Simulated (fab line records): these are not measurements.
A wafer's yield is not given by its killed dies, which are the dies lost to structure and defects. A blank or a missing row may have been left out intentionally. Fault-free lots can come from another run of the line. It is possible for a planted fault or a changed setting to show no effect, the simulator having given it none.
Matching of chambers	flow n5 finfet	rie si-04 running N5_FIN_SAQP_ETCH_64: 4 sister chambers
The step etches SiO2 in CF4, target depth 1.5 nm. 4 wafers are shown with their chamber, then 11 later ones without.

## WAFERS PAIRED WITH THEIR CHAMBERS
wafer	chamber	throttle valve pct (%)
L083.6	1	21.84
L090.3	0	21.93
L090.4	2	21.43
L092.1	3	22.14

## WAFERS WHOSE CHAMBER IS MISSING
wafer	throttle valve pct (%)
L092.3	21.85
L092.4	21.41
L093.1	21.91
L093.4	21.43
L093.6	21.91
L094.2	21.84
L094.4	21.43
L094.5	22.13
L096.1	22.12
L096.4	21.42
L096.5	21.83

## WHICH CHAMBER EACH ONE RAN IN
wafer	from the rows above	in truth
L092.3	1	1
L092.4	2	2
L093.1	0	0
L093.4	2	2
L093.6	0	0
L094.2	1	1
L094.4	2	2
L094.5	3	3
L096.1	3	3
L096.4	2	2
L096.5	1	1
Correct placement for 11 of the 11. Not placeable from these rows: 0. Number placed wrongly: 0.
How it was worked out, from the rows above alone: a wafer's distance from a chamber is the root of the sum, over the readings, of the square of ((its reading less the chamber's mean) divided by the reading's scatter). If the next closest chamber is less than 2 further off than the closest, the wafer can't be placed; otherwise it belongs to the closest. A chamber's mean is the mean of its shown wafers. The scatter: root of mean squared gap, hidden wafer to nearest shown wafer, with one shown wafer a chamber.
